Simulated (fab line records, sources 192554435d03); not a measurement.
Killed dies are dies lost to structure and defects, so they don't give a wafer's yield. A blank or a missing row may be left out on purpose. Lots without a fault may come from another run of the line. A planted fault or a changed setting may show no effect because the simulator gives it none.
Which tool did it? | flow n5_finfet | 10 lots, 30 wafers sampled, at 4 steps of a route of 1938

WHAT THE GAUGES READ, wafer by wafer
N5_BEOL_M4_RC_MEAS_101.
lot  | measured     | on        | DIBL_N (mV/V)  | DIBL_P (mV/V)  | IOFF_N (nA/um) | IOFF_P (nA/um) | ION_N (uA/um) | ION_P (uA/um) | SS_N (mV/dec)  | SS_P (mV/dec)  | VT_N (mV)   | VT_P (mV)
L701 | day 7 16:49  | prober-02 | 41.7 36.4 36.7 | 41.5 34.4 34.5 | 0.27 0.14 0.15 | 0.30 0.17 0.18 | 687 663 664   | 465 449 449   | 73.2 71.2 71.7 | 75.1 73.3 74.0 | 244 255 255 | -247 -257 -255
L702 | day 8 12:34  | prober-02 | 36.6 38.3 34.3 | 37.3 38.7 34.4 | 0.18 0.20 0.13 | 0.19 0.22 0.16 | 697 686 676   | 468 459 463   | 71.9 72.2 70.9 | 74.1 74.5 73.0 | 248 247 254 | -254 -251 -255
L704 | day 8 18:52  | prober-01 | 29.9 35.4 32.0 | 30.0 36.9 32.9 | 0.09 0.16 0.11 | 0.13 0.22 0.17 | 677 671 675   | 470 467 475   | 69.7 71.6 71.5 | 71.6 72.5 71.8 | 256 245 254 | -257 -249 -250
L705 | day 9 00:22  | prober-01 | 40.5 32.2 38.0 | 41.9 32.5 39.1 | 0.23 0.09 0.18 | 0.29 0.15 0.24 | 687 647 681   | 465 452 465   | 72.0 69.8 71.5 | 73.8 71.4 73.0 | 244 258 248 | -245 -253 -247
L706 | day 9 07:55  | prober-01 | 34.7 39.3 35.2 | 36.8 41.9 37.8 | 0.13 0.24 0.14 | 0.22 0.32 0.23 | 668 697 660   | 469 476 461   | 71.1 72.0 70.2 | 74.0 74.6 74.2 | 250 244 253 | -248 -243 -248
L707 | day 9 20:40  | prober-02 | 30.3 31.6 36.3 | 32.5 34.5 39.7 | 0.10 0.12 0.23 | 0.14 0.16 0.26 | 645 651 681   | 441 453 464   | 71.2 70.9 73.6 | 71.8 72.6 73.7 | 256 252 244 | -257 -254 -246
L716 | day 12 06:11 | prober-01 | 34.1 37.5 33.7 | 34.3 37.5 34.6 | 0.12 0.18 0.12 | 0.15 0.20 0.17 | 682 693 666   | 458 462 460   | 70.1 72.1 71.0 | 72.9 74.3 73.0 | 251 249 253 | -257 -252 -252
L720 | day 13 08:08 | prober-01 | 37.2 33.4 34.2 | 38.7 33.9 34.3 | 0.19 0.13 0.15 | 0.26 0.19 0.20 | 677 662 682   | 464 463 472   | 71.9 70.9 71.5 | 73.6 72.9 72.6 | 248 253 246 | -248 -250 -249
L718 | day 13 08:08 | prober-02 | 34.8 31.6 27.6 | 37.1 33.3 28.4 | 0.16 0.11 0.07 | 0.19 0.14 0.11 | 679 664 649   | 462 454 455   | 71.5 70.2 69.4 | 73.4 72.8 71.7 | 248 258 258 | -252 -256 -257
L722 | day 14 07:53 | prober-01 | 36.6 35.8 35.0 | 39.2 38.0 36.9 | 0.19 0.16 0.14 | 0.24 0.21 0.20 | 694 684 669   | 479 469 461   | 70.8 71.7 71.0 | 73.8 73.5 73.1 | 242 248 252 | -249 -251 -250

WHICH TOOL RAN EACH LOT (tool, then ch and the chambers of the sampled wafers, then the start)
lot  | N5_BEOL_M4_SPUTTER_90        | N5_BEOL_M4_ANNEAL_51             | N5_BEOL_M4_CO_CAP_55
L701 | pvd_sputter-01, day 7 14:53  | rtp_anneal-02 ch 0, day 7 15:48  | cvd_co-01 ch 0,2, day 7 16:25
L702 | pvd_sputter-01, day 8 10:21  | rtp_anneal-01 ch 0, day 8 11:39  | cvd_co-01 ch 0,1, day 8 12:19
L704 | pvd_sputter-03, day 8 17:02  | rtp_anneal-01 ch 0, day 8 17:53  | cvd_co-01 ch 0,1, day 8 18:38
L705 | pvd_sputter-02, day 8 22:31  | rtp_anneal-02 ch 0, day 8 23:23  | cvd_co-02 ch 0,2, day 9 00:05
L706 | pvd_sputter-02, day 9 06:06  | rtp_anneal-02 ch 0, day 9 06:59  | cvd_co-01 ch 0,1,2, day 9 07:38
L707 | pvd_sputter-01, day 9 18:55  | rtp_anneal-02 ch 0, day 9 19:46  | cvd_co-01 ch 1,2, day 9 20:26
L716 | pvd_sputter-01, day 12 04:07 | rtp_anneal-02 ch 0, day 12 05:04 | cvd_co-01 ch 0,1, day 12 05:39
L720 | pvd_sputter-03, day 13 06:10 | rtp_anneal-01 ch 0, day 13 07:08 | cvd_co-01 ch 1,2, day 13 07:45
L718 | pvd_sputter-01, day 13 06:19 | rtp_anneal-02 ch 0, day 13 07:14 | cvd_co-02 ch 0,1,2, day 13 07:54
L722 | pvd_sputter-03, day 14 05:44 | rtp_anneal-02 ch 0, day 14 06:47 | cvd_co-02 ch 1,2, day 14 07:38
- N5_BEOL_M4_SPUTTER_90: material Cu, target thk 4.5 nm, time 8.29 s.
- N5_BEOL_M4_ANNEAL_51: time 90 s.
- N5_BEOL_M4_CO_CAP_55: material Co, precursor CCTBA/H2, target thk 2 nm, time 102.1 s.

WHAT THE TOOLS THEMSELVES READ (means of the sampled wafers that have a number; where no wafer has one, the mark that the record gives instead)
N5_BEOL_M4_SPUTTER_90.
lot  | tool           | throttle_valve_pct (%)
L701 | pvd_sputter-01 | 29.3
L702 | pvd_sputter-01 | 29.9
L704 | pvd_sputter-03 | 31.1
L705 | pvd_sputter-02 | 28.8
L706 | pvd_sputter-02 | 29.9
L707 | pvd_sputter-01 | 30.0
L716 | pvd_sputter-01 | 29.8
L720 | pvd_sputter-03 | 29.4
L718 | pvd_sputter-01 | 29.9
L722 | pvd_sputter-03 | 30.1

N5_BEOL_M4_ANNEAL_51.
lot  | tool          | wafer_temp_C_max
L701 | rtp_anneal-02 | 226.36
L702 | rtp_anneal-01 | 226.21
L704 | rtp_anneal-01 | 226.50
L705 | rtp_anneal-02 | 226.47
L706 | rtp_anneal-02 | 226.44
L707 | rtp_anneal-02 | 226.55
L716 | rtp_anneal-02 | 225.93
L720 | rtp_anneal-01 | 226.23
L718 | rtp_anneal-02 | 226.11
L722 | rtp_anneal-02 | 226.57

N5_BEOL_M4_CO_CAP_55.
lot  | tool      | heater_power_w (W) | run_length_s (s)
L701 | cvd_co-01 | 222                | 124.6
L702 | cvd_co-01 | 245                | 125.2
L704 | cvd_co-01 | 245                | 125.0
L705 | cvd_co-02 | 265                | 124.2
L706 | cvd_co-01 | 237                | 124.8
L707 | cvd_co-01 | 221                | 125.0
L716 | cvd_co-01 | 247                | 138.7
L720 | cvd_co-01 | 238                | 153.1
L718 | cvd_co-02 | 284                | 124.5
L722 | cvd_co-02 | 299                | 124.8

THE ANSWER, worked out from the rows above alone
Rule: what is usual is taken from the lots themselves. Put in order of their means at a reading, lots are off if they are a third of the lots or fewer, leave a main group of 4 or more, and stand apart from it by a gap of 3 or more times the standard deviation of the main group's means; of several such gaps the widest counts. A main group whose means are all the same, to the digits that the tables above print for the reading, isn't used. A lot without any number at a reading at which 4 lots or more have one is off too. The other lots that the step has rows for count as sound. The gauges are gone through in route order, then the tools' own readings, and for those a lot's mean is taken as printed above. The first step at which some lot is off is used, and at that step the reading that is off furthest; a lot without a number counts as furthest.
Off: L716, L720, at N5_BEOL_M4_CO_CAP_55 (run_length_s). The main group: mean 124.8 s, standard deviation 0.3.
A tool fits if, at that step or a process step before it, it ran every lot that is off, and no sound lot after the first of them. One fits: cvd_co-01 at N5_BEOL_M4_CO_CAP_55. Its last sound lot is L707 (day 9 20:26), its first lot that is off L716 (day 12 05:39): a fault that began between those two fits.
The tool's own readings at N5_BEOL_M4_CO_CAP_55 bear it out: on the lots that are off they differ by more than 5 times the standard deviation of the sound lots' means. run_length_s reads 145.9 s there against 124.8 s on the sound lots.

WHAT THE SIMULATOR HAD PUT IN
Process parameter drift: cvd_co-01, from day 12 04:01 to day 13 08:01, at N5_BEOL_M4_CO_CAP_55. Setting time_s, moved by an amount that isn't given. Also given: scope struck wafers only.
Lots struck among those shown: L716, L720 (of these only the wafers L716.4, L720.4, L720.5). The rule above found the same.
